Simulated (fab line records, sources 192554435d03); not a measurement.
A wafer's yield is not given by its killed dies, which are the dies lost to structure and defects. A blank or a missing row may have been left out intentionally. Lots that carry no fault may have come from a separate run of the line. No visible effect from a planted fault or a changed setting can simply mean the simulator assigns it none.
fab line records | flow n5_finfet
record: lots: 7 | wafers: 39
route steps=1938 shown PMOS_HMC_CHANNEL_EPI@74 FIN_SAQP@108 DUMMY_GATE@220 HKMG_FIN@427
start_h: hours from the record's opening day to when the first of the lot's shown wafers began | wait_h: how many hours have passed since the lot's step before this one | " repeats the value in the row above | L1.1+2: several wafers, shown together as one row | - no value, or no start was given | * or withheld: withheld | < > ~ a bound
route shown NAME@n: NAME is a module with steps in the file, n the number in the route of the first one | usual: mean/standard deviation taken from wafers without a fault | same: alike in all rows | chamber/n: place in a boat | sites: the reading at each site | _std_site: the values' standard deviation | _edge_site: outer sites' mean less inner sites' | radius_mm: for every site, how far away it sits from the centre of the wafer | mask NAME#n: copy n | behind: the last tool/chamber to shape the wafer | hold: why the lot was held/for how many hours/how that ended | device: transistor that didn't switch, given as n, p or np | end of line: the tests these same wafers got at the end of their route | for a step that has no rows: nothing shown but its recipe | killed: the dies lost at the first sort to structure and to defects; this is not the yield of the wafer | map: the dies of a wafer, with x for killed, . for not killed, _ for no die there
set.NAME: the setting that was run; set.NAME@STEP: the one run at that earlier step | model.NAME: the simulator's own value behind a step, which no gauge read
lots where settings were altered on purpose, with a table for each step and a row for each wafer
== steps ==
step: N5_PMOS_HMC_CHANNEL_EPI_FIN_RECESS_16
recipe: chemistry: HBr/Cl2 | target: Si | mask_material: SiO2 | target_depth_a: 540 | time_s: 18 | pressure_mtorr: 10 | icp_w: 800 | bias_w: 75 | HBr_flow_sccm: 150 | Cl2_flow_sccm: 80
lot.wafer | tool      | chamber | start_h | wait_h | set.time_s | model.etch.depth_nm | model.PMOS_HMC_CHANNEL_EPI.feature_depth_nm
L074.1    | rie_si-05 | 3       | 18.91   | 0.0    | 18         | 55.04               | 55.04
L074.2    | "         | 1       | "       | "      | 18         | 52.24               | 52.24
L074.3    | "         | 0       | "       | "      | 18         | 53.92               | 53.92
L074.4    | "         | 2       | "       | "      | 18         | 54.08               | 54.08
L074.5    | "         | 2       | "       | "      | 18         | 53.65               | 53.65
L074.6    | "         | 1       | "       | "      | 18         | 52.11               | 52.11
L084.1    | rie_si-06 | 1       | 77.69   | 0.0    | 19.38      | 57.14               | 57.14
L084.2    | "         | 0       | "       | "      | 18         | 52.71               | 52.71
L084.3    | "         | 2       | "       | "      | 18         | 53.84               | 53.84
L084.4    | "         | 3       | "       | "      | 18         | 52.78               | 52.78
L084.5    | "         | 3       | "       | "      | 19.38      | 57.02               | 57.02
L084.6    | "         | 2       | "       | "      | 19.38      | 58.18               | 58.18
L086.1    | rie_si-06 | 1       | 89.69   | 0.0    | 19.11      | 55.91               | 55.91
L086.2    | "         | 2       | "       | "      | 18         | 53.75               | 53.75
L086.3    | "         | 0       | "       | "      | 19.11      | 55.68               | 55.68
L086.4    | "         | 3       | "       | "      | 18         | 53.3                | 53.3
L086.5    | "         | 3       | "       | "      | 18         | 53.23               | 53.23
L086.6    | "         | 2       | "       | "      | 19.11      | 56.98               | 56.98
L089.1    | rie_si-06 | 2       | 108.13  | 0.0    | 18         | 54.42               | 54.42
L089.2    | "         | 1       | "       | "      | 19.17      | 57.84               | 57.84
L089.3    | "         | 0       | "       | "      | 18         | 53.67               | 53.67
L089.4    | "         | 3       | "       | "      | 18         | 53.68               | 53.68
L089.5    | "         | 3       | "       | "      | 19.17      | 57.06               | 57.06
L089.6    | "         | 2       | "       | "      | 19.17      | 58.42               | 58.42
L092.4    | rie_si-06 | 0       | 125.72  | 0.0    | 18         | 52.68               | 52.68
L092.5    | "         | 3       | "       | "      | 18         | 53.05               | 53.05
L092.6    | "         | 2       | "       | "      | 18         | 54.49               | 54.49
L093.1    | rie_si-06 | 3       | 132.30  | 0.0    | 18         | 52.99               | 52.99
L093.2    | "         | 0       | "       | "      | 18         | 52.85               | 52.85
L093.3    | "         | 2       | "       | "      | 18         | 54.53               | 54.53
L093.4    | "         | 1       | "       | "      | 18         | 53.97               | 53.97
L093.5    | "         | 0       | "       | "      | 18         | 52.84               | 52.84
L093.6    | "         | 1       | "       | "      | 18         | 53.92               | 53.92
L095.1    | rie_si-06 | 1       | 144.28  | 0.0    | 18         | 53.5                | 53.5
L095.2    | "         | 3       | "       | "      | 17.09      | 50.15               | 50.15
L095.3    | "         | 0       | "       | "      | 18         | 53.21               | 53.21
L095.4    | "         | 1       | "       | "      | 17.09      | 51.25               | 51.25
L095.5    | "         | 3       | "       | "      | 18         | 52.76               | 52.76
L095.6    | "         | 0       | "       | "      | 17.09      | 50.04               | 50.04
step: N5_PMOS_HMC_CHANNEL_EPI_PRECLEAN_36
recipe: chemistry: O3/DIW | time_s: 45 | temp_c: 22 | o3_ppm: 10
step: N5_PMOS_HMC_CHANNEL_EPI_PRECLEAN_18
recipe: chemistry: DHF | time_s: 30 | temp_c: 25 | dilution: withheld
step: N5_PMOS_HMC_CHANNEL_EPI_SRD_39
recipe: dry: ipa_marangoni | time_s: 30 | temp_c: 23 | rinse_liquid: diw
step: N5_PMOS_HMC_CHANNEL_EPI_CMP_21
recipe: material: SiGe30 | post_cmp_clean: alkaline_brush | target_thk_nm: 54
step: N5_PMOS_HMC_CHANNEL_EPI_THK_MEAS_22
recipe: reads: SiGe30_of_PMOS_HMC_CHANNEL_EPI_EPI_20
usual: HMC_CMP_THK: 53.7/0.8
lot.wafer | tool          | chamber | start_h | wait_h | set.time_s@PMOS_HMC_CHANNEL_EPI_FIN_RECESS_16 | HMC_CMP_THK[nm]
L074.1    | film_metro-01 | -       | 20.73   | -      | 18                                            | 55.4
L074.2    | "             | -       | "       | "      | 18                                            | 52.4
L074.3    | "             | -       | "       | "      | 18                                            | 54.2
L074.4    | "             | -       | "       | "      | 18                                            | 54.2
L074.5    | "             | -       | "       | "      | 18                                            | 53.7
L074.6    | "             | -       | "       | "      | 18                                            | 52.2
L084.1    | film_metro-01 | -       | 79.50   | -      | 19.38                                         | 57.1
L084.2    | "             | -       | "       | "      | 18                                            | 52.7
L084.3    | "             | -       | "       | "      | 18                                            | 53.9
L084.4    | "             | -       | "       | "      | 18                                            | 52.8
L084.5    | "             | -       | "       | "      | 19.38                                         | 57.0
L084.6    | "             | -       | "       | "      | 19.38                                         | 57.2
L086.1    | film_metro-02 | -       | 91.89   | -      | 19.11                                         | 56.0
L086.2    | "             | -       | "       | "      | 18                                            | 53.7
L086.3    | "             | -       | "       | "      | 19.11                                         | 55.8
L086.4    | "             | -       | "       | "      | 18                                            | 53.5
L086.5    | "             | -       | "       | "      | 18                                            | 53.4
L086.6    | "             | -       | "       | "      | 19.11                                         | 57.1
L089.1    | film_metro-02 | -       | 110.34  | -      | 18                                            | 54.6
L089.2    | "             | -       | "       | "      | 19.17                                         | 57.8
L089.3    | "             | -       | "       | "      | 18                                            | 53.8
L089.4    | "             | -       | "       | "      | 18                                            | 53.8
L089.5    | "             | -       | "       | "      | 19.17                                         | 57.1
L089.6    | "             | -       | "       | "      | 19.17                                         | 58.4
L092.4    | film_metro-02 | -       | 128.03  | -      | 18                                            | 52.7
L092.5    | "             | -       | "       | "      | 18                                            | 53.1
L092.6    | "             | -       | "       | "      | 18                                            | 54.4
L093.1    | film_metro-01 | -       | 134.25  | -      | 18                                            | 52.9
L093.2    | "             | -       | "       | "      | 18                                            | 52.8
L093.3    | "             | -       | "       | "      | 18                                            | 54.4
L093.4    | "             | -       | "       | "      | 18                                            | 54.0
L093.5    | "             | -       | "       | "      | 18                                            | 52.8
L093.6    | "             | -       | "       | "      | 18                                            | 54.0
L095.1    | film_metro-01 | -       | 146.48  | -      | 18                                            | 53.7
L095.2    | "             | -       | "       | "      | 17.09                                         | 50.3
L095.3    | "             | -       | "       | "      | 18                                            | 53.3
L095.4    | "             | -       | "       | "      | 17.09                                         | 51.4
L095.5    | "             | -       | "       | "      | 18                                            | 52.8
L095.6    | "             | -       | "       | "      | 17.09                                         | 50.3
step: N5_FIN_SAQP_EXPOSE_13
recipe: mask_id: FIN_CORE | na: 1.35 | source_shape: dipole | sigma_inner: 0.538 | sigma_outer: 0.738 | polarization: te | target_cd_nm: 35.6 | dose_mj: 63.25
lot.wafer        | tool            | chamber | start_h | wait_h | mask       | set.dose_mj
L074.1+5+6       | arfi_scanner-01 | 0       | 22.55   | -      | FIN_CORE#0 | 63.25
L074.2+3+4       | "               | 0       | "       | "      | FIN_CORE#0 | 61.03
L084.1+3+6       | arfi_scanner-02 | 0       | 81.05   | -      | FIN_CORE#0 | 60.99
L084.2+4+5       | "               | 0       | "       | "      | FIN_CORE#0 | 63.25
L086.1+2+6       | arfi_scanner-01 | 0       | 94.35   | -      | FIN_CORE#0 | 63.25
L086.3+4+5       | "               | 0       | "       | "      | FIN_CORE#0 | 58.65
L089.1+2+3+4+5+6 | arfi_scanner-03 | 0       | 112.15  | -      | FIN_CORE#0 | 63.25
L092.4+5+6       | arfi_scanner-03 | 0       | 129.62  | -      | FIN_CORE#0 | 63.25
L093.1+2+5       | arfi_scanner-03 | 0       | 137.02  | -      | FIN_CORE#0 | 63.25
L093.3+4+6       | "               | 0       | "       | "      | FIN_CORE#0 | 59.09
L095.1+2+3+4+5+6 | arfi_scanner-03 | 0       | 149.15  | -      | FIN_CORE#0 | 63.25
step: N5_FIN_SAQP_PEB_14
recipe: peb_temp_c: withheld | peb_time_s: 60 | resist: CAR-ArF
step: N5_FIN_SAQP_DEVELOP_15
recipe: develop_time_s: 30 | developer: TMAH | resist: CAR-ArF | dev_temp_c: 23 | rinse_liquid: diw | dry: air_spin
step: N5_FIN_SAQP_CD_MEAS_16
recipe: target_cd_nm: 35.6 | landing_energy_ev: 500 | detector: se_inlens
usual: cd_nm: 35.6/0.31
lot.wafer | tool      | chamber | start_h | wait_h | set.dose_mj@FIN_SAQP_EXPOSE_13 | cd_nm
L074.1    | cd_sem-01 | 0       | 22.68   | -      | 63.25                          | 35.5
L074.2    | "         | 0       | "       | "      | 61.03                          | 36.5
L074.3    | "         | 0       | "       | "      | 61.03                          | 36.4
L074.4    | "         | 0       | "       | "      | 61.03                          | 36.3
L074.5    | "         | 0       | "       | "      | 63.25                          | 35.9
L074.6    | "         | 0       | "       | "      | 63.25                          | 35.3
L084.1    | cd_sem-03 | 0       | 81.18   | -      | 60.99                          | 36.6
L084.2    | "         | 0       | "       | "      | 63.25                          | 35.4
L084.3    | "         | 0       | "       | "      | 60.99                          | 36.6
L084.4    | "         | 0       | "       | "      | 63.25                          | 35.3
L084.5    | "         | 0       | "       | "      | 63.25                          | 34.8
L084.6    | "         | 0       | "       | "      | 60.99                          | 36.5
L086.1    | cd_sem-02 | 0       | 94.48   | -      | 63.25                          | 35.7
L086.2    | "         | 0       | "       | "      | 63.25                          | 35.4
L086.3    | "         | 0       | "       | "      | 58.65                          | 37.6
L086.4    | "         | 0       | "       | "      | 58.65                          | 37.8
L086.5    | "         | 0       | "       | "      | 58.65                          | 37.7
L086.6    | "         | 0       | "       | "      | 63.25                          | 35.1
L089.1    | cd_sem-02 | 0       | 112.28  | -      | 63.25                          | 35.8
L089.2    | "         | 0       | "       | "      | 63.25                          | 35.9
L089.3    | "         | 0       | "       | "      | 63.25                          | 35.7
L089.4    | "         | 0       | "       | "      | 63.25                          | 35.5
L089.5    | "         | 0       | "       | "      | 63.25                          | 35.8
L089.6    | "         | 0       | "       | "      | 63.25                          | 35.6
L092.4    | cd_sem-03 | 0       | 129.74  | -      | 63.25                          | 36.1
L092.5    | "         | 0       | "       | "      | 63.25                          | 35.9
L092.6    | "         | 0       | "       | "      | 63.25                          | 35.9
L093.1    | cd_sem-01 | 0       | 137.15  | -      | 63.25                          | 35.9
L093.2    | "         | 0       | "       | "      | 63.25                          | 35.7
L093.3    | "         | 0       | "       | "      | 59.09                          | 37.2
L093.4    | "         | 0       | "       | "      | 59.09                          | 38.0
L093.5    | "         | 0       | "       | "      | 63.25                          | 35.6
L093.6    | "         | 0       | "       | "      | 59.09                          | 37.8
L095.1    | cd_sem-03 | 0       | 149.28  | -      | 63.25                          | 35.4
L095.2    | "         | 0       | "       | "      | 63.25                          | 35.7
L095.3    | "         | 0       | "       | "      | 63.25                          | 35.2
L095.4    | "         | 0       | "       | "      | 63.25                          | 35.8
L095.5    | "         | 0       | "       | "      | 63.25                          | 35.4
L095.6    | "         | 0       | "       | "      | 63.25                          | 35.5
step: N5_DUMMY_GATE_HM_DEP_06
recipe: material: SiNx | target_thk_a: 800 | precursor: DCS/NH3 | temp_c: 700 | pressure_mtorr: 300 | time_s: 5141
lot.wafer    | tool     | chamber   | start_h | wait_h | set.time_s | model.SiNx_of_DUMMY_GATE_HM_DEP_06.thk_nm
L074.1+2+4+5 | -        | -         | -       | 0.8    | 4373       | 67.2
L074.3+6     | "        | -         | "       | "      | 4373       | 66.8
L084.1       | -        | -         | -       | 0.0    | 4755       | 73.6
L084.2+5     | "        | -         | "       | "      | 4755       | 73.8
L084.3       | "        | -         | "       | "      | 4755       | 74
L084.4+6     | "        | -         | "       | "      | 4755       | 73.4
L086.1       | -        | -         | -       | 0.0    | 5141       | 78
L086.2       | "        | -         | "       | "      | 5141       | 78.4
L086.3       | "        | -         | "       | "      | 5141       | 78.8
L086.4+6     | "        | -         | "       | "      | 5141       | 78.2
L086.5       | "        | -         | "       | "      | 5141       | 77.4
L089.1+3     | -        | -         | -       | 0.0    | 4405       | 67.8
L089.2       | "        | -         | "       | "      | 4405       | 67.4
L089.4+6     | "        | -         | "       | "      | 4405       | 68
L089.5       | "        | -         | "       | "      | 4405       | 68.2
L092.4       | lpcvd-02 | 0/54      | 150.18  | 0.0    | 5141       | 79.6
L092.5+6     | "        | 0/59,0/64 | "       | "      | 5141       | 79.8
L093.1+4     | -        | -         | -       | 0.0    | 4681       | 70.6
L093.2       | "        | -         | "       | "      | 4681       | 70.8
L093.3       | "        | -         | "       | "      | 4681       | 71.2
L093.5+6     | "        | -         | "       | "      | 4681       | 71.4
L095.1       | -        | -         | -       | 0.0    | 5393       | 84.8
L095.2+6     | "        | -         | "       | "      | 5393       | 84
L095.3       | "        | -         | "       | "      | 5393       | 84.6
L095.4       | "        | -         | "       | "      | 5393       | 83.6
L095.5       | "        | -         | "       | "      | 5393       | 84.2
step: N5_DUMMY_GATE_ETCH_37
recipe: chemistry: N2/H2 | target: SOC | target_depth_a: 600 | overetch_a: 300 | temp_c: 40 | ion_energy_ev: 200 | pressure_mtorr: 30 | source_w: 840 | bias_w: 150 | n2_flow_sccm: 200 | h2_flow_sccm: 200
usual: rf_vpp_V: 523.8/2.1
lot.wafer | tool        | chamber | start_h | wait_h | set.source_w | rf_vpp_V
L074.1    | rie_diel-03 | 0       | 52.40   | 0.0    | 901          | 513.8
L074.2    | "           | 2       | "       | "      | 840          | 520.8
L074.3    | "           | 3       | "       | "      | 840          | 525.3
L074.4    | "           | 1       | "       | "      | 901          | 514.2
L074.5    | "           | 1       | "       | "      | 840          | 525.4
L074.6    | "           | 0       | "       | "      | 901          | 513.9
L084.1    | rie_diel-01 | 0       | 107.63  | 0.0    | 840          | 525.4
L084.2    | "           | 1       | "       | "      | 840          | 521.1
L084.3    | "           | 2       | "       | "      | 840          | 525.2
L084.4    | "           | 3       | "       | "      | 840          | 523.1
L084.5    | "           | 2       | "       | "      | 840          | 524.3
L084.6    | "           | 1       | "       | "      | 840          | 520.1
L086.1    | rie_diel-01 | 1       | 119.16  | 0.0    | 840          | 519.0
L086.2    | "           | 3       | "       | "      | 776.9        | 536.7
L086.3    | "           | 0       | "       | "      | 776.9        | 537.4
L086.4    | "           | 2       | "       | "      | 776.9        | 538.6
L086.5    | "           | 3       | "       | "      | 840          | 522.4
L086.6    | "           | 0       | "       | "      | 840          | 525.3
L089.1    | rie_diel-03 | 2       | 136.66  | 0.0    | 955.5        | 498.2
L089.2    | "           | 3       | "       | "      | 840          | 523.3
L089.3    | "           | 1       | "       | "      | 955.5        | 504.7
L089.4    | "           | 0       | "       | "      | 840          | 525.8
L089.5    | "           | 2       | "       | "      | 955.5        | 498.7
L089.6    | "           | 3       | "       | "      | 840          | 522.7
L092.4    | rie_diel-03 | 0       | 154.84  | 0.0    | 840          | 524.8
L092.5    | "           | 0       | "       | "      | 840          | 524.4
L092.6    | "           | 1       | "       | "      | 840          | 524.7
L093.1    | rie_diel-01 | 1       | 162.65  | 0.0    | 840          | 521.1
L093.2    | "           | 2       | "       | "      | 840          | 523.8
L093.3    | "           | 0       | "       | "      | 840          | 524.4
L093.4    | "           | 0       | "       | "      | 840          | 525.0
L093.5    | "           | 1       | "       | "      | 840          | 521.3
L093.6    | "           | 2       | "       | "      | 840          | 524.2
L095.1    | rie_diel-01 | 1       | 180.36  | 0.0    | 840          | 520.3
L095.2    | "           | 2       | "       | "      | 840          | 524.2
L095.3    | "           | 0       | "       | "      | 953.1        | 503.3
L095.4    | "           | 3       | "       | "      | 953.1        | 500.9
L095.5    | "           | 2       | "       | "      | 953.1        | 501.6
L095.6    | "           | 3       | "       | "      | 840          | 522.5
step: N5_HKMG_FIN_EXPOSE_09
recipe: mask_id: NWFM | na: 1.35 | source_shape: conventional | sigma_outer: 0.8 | polarization: unpolarized | dose_mj: 39.25
lot.wafer        | tool            | chamber | start_h | wait_h | mask   | set.dose_mj
L074.1+2+3+4+5+6 | arfi_scanner-02 | 0       | 79.41   | -      | NWFM#0 | 39.25
L084.1+2+3       | arfi_scanner-03 | 0       | 136.93  | -      | NWFM#0 | 42.23
L084.4+5+6       | "               | 0       | "       | "      | NWFM#0 | 39.25
L086.1+3+6       | arfi_scanner-02 | 0       | 146.99  | -      | NWFM#0 | 39.25
L086.2+4+5       | "               | 0       | "       | "      | NWFM#0 | 36.16
L089.1+2+3+4+5+6 | arfi_scanner-03 | 0       | 167.67  | -      | NWFM#0 | 39.25
L092.4+5+6       | arfi_scanner-01 | 0       | 183.94  | -      | NWFM#0 | 39.25
L093.1+2+4       | arfi_scanner-03 | 0       | 190.79  | -      | NWFM#0 | 39.25
L093.3+5+6       | "               | 0       | "       | "      | NWFM#0 | 37.49
L095.1+5+6       | arfi_scanner-03 | 0       | 208.83  | -      | NWFM#0 | 39.25
L095.2+3+4       | "               | 0       | "       | "      | NWFM#0 | 36.44
step: N5_HKMG_FIN_PEB_10
recipe: peb_temp_c: withheld | peb_time_s: 60 | resist: CAR-ArF
step: N5_HKMG_FIN_DEVELOP_11
recipe: develop_time_s: 30 | developer: TMAH | resist: CAR-ArF | dev_temp_c: 23 | rinse_liquid: diw | dry: air_spin
step: N5_HKMG_FIN_CD_MEAS_12
recipe: target_cd_nm: 92.8 | landing_energy_ev: 500 | detector: se_inlens
usual: cd_nm: 93.1/0.62
lot.wafer | tool      | chamber | start_h | wait_h | set.dose_mj@HKMG_FIN_EXPOSE_09 | cd_nm
L074.1    | cd_sem-02 | 0       | 79.53   | -      | 39.25                          | 92.9
L074.2    | "         | 0       | "       | "      | 39.25                          | 92.7
L074.3    | "         | 0       | "       | "      | 39.25                          | 93.3
L074.4    | "         | 0       | "       | "      | 39.25                          | 92.7
L074.5    | "         | 0       | "       | "      | 39.25                          | 92.9
L074.6    | "         | 0       | "       | "      | 39.25                          | 92.2
L084.1    | cd_sem-03 | 0       | 137.06  | -      | 42.23                          | 96.8
L084.2    | "         | 0       | "       | "      | 42.23                          | 97.3
L084.3    | "         | 0       | "       | "      | 42.23                          | 96.6
L084.4    | "         | 0       | "       | "      | 39.25                          | 92.6
L084.5    | "         | 0       | "       | "      | 39.25                          | 92.5
L084.6    | "         | 0       | "       | "      | 39.25                          | 92.5
L086.1    | cd_sem-02 | 0       | 147.11  | -      | 39.25                          | 93.0
L086.2    | "         | 0       | "       | "      | 36.16                          | 87.4
L086.3    | "         | 0       | "       | "      | 39.25                          | 93.1
L086.4    | "         | 0       | "       | "      | 36.16                          | 87.2
L086.5    | "         | 0       | "       | "      | 36.16                          | 87.6
L086.6    | "         | 0       | "       | "      | 39.25                          | 92.5
L089.1    | cd_sem-01 | 0       | 167.80  | -      | 39.25                          | 92.6
L089.2    | "         | 0       | "       | "      | 39.25                          | 92.0
L089.3    | "         | 0       | "       | "      | 39.25                          | 91.9
L089.4    | "         | 0       | "       | "      | 39.25                          | 92.4
L089.5    | "         | 0       | "       | "      | 39.25                          | 92.9
L089.6    | "         | 0       | "       | "      | 39.25                          | 92.2
L092.4    | cd_sem-01 | 0       | 184.05  | -      | 39.25                          | 93.4
L092.5    | "         | 0       | "       | "      | 39.25                          | 92.0
L092.6    | "         | 0       | "       | "      | 39.25                          | 92.5
L093.1    | cd_sem-03 | 0       | 190.91  | -      | 39.25                          | 93.1
L093.2    | "         | 0       | "       | "      | 39.25                          | 93.3
L093.3    | "         | 0       | "       | "      | 37.49                          | 89.6
L093.4    | "         | 0       | "       | "      | 39.25                          | 92.7
L093.5    | "         | 0       | "       | "      | 37.49                          | 89.3
L093.6    | "         | 0       | "       | "      | 37.49                          | 90.0
L095.1    | cd_sem-01 | 0       | 208.96  | -      | 39.25                          | 92.6
L095.2    | "         | 0       | "       | "      | 36.44                          | 88.4
L095.3    | "         | 0       | "       | "      | 36.44                          | 89.4
L095.4    | "         | 0       | "       | "      | 36.44                          | 89.3
L095.5    | "         | 0       | "       | "      | 39.25                          | 94.5
L095.6    | "         | 0       | "       | "      | 39.25                          | 93.3
== key ==
split: step: N5_PMOS_HMC_CHANNEL_EPI_FIN_RECESS_16 | setting: time_s | stated: 18 | by: wafer
response: step: N5_PMOS_HMC_CHANNEL_EPI_FIN_RECESS_16 | reading: model.etch.depth_nm | change: +0.54 | per: 1% | r: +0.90
response: step: N5_PMOS_HMC_CHANNEL_EPI_FIN_RECESS_16 | reading: model.PMOS_HMC_CHANNEL_EPI.feature_depth_nm | change: +0.54 | per: 1% | r: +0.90
response: step: N5_PMOS_HMC_CHANNEL_EPI_THK_MEAS_22 | reading: HMC_CMP_THK | change: +0.515 | per: 1% | r: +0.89
split: step: N5_FIN_SAQP_EXPOSE_13 | setting: dose_mj | stated: 63.25 | by: wafer
response: step: N5_FIN_SAQP_CD_MEAS_16 | reading: cd_nm | change: -0.305 | per: 1% | r: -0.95
split: step: N5_DUMMY_GATE_HM_DEP_06 | setting: time_s | stated: 5141 | by: lot
response: step: N5_DUMMY_GATE_HM_DEP_06 | reading: model.SiNx_of_DUMMY_GATE_HM_DEP_06.thk_nm | change: +0.83 | per: 1% | r: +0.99
split: step: N5_DUMMY_GATE_ETCH_37 | setting: source_w | stated: 840 | by: wafer
response: step: N5_DUMMY_GATE_ETCH_37 | reading: rf_vpp_V | change: -1.63 | per: 1% | r: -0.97
split: step: N5_HKMG_FIN_EXPOSE_09 | setting: dose_mj | stated: 39.25 | by: wafer
response: step: N5_HKMG_FIN_CD_MEAS_12 | reading: cd_nm | change: +0.644 | per: 1% | r: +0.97
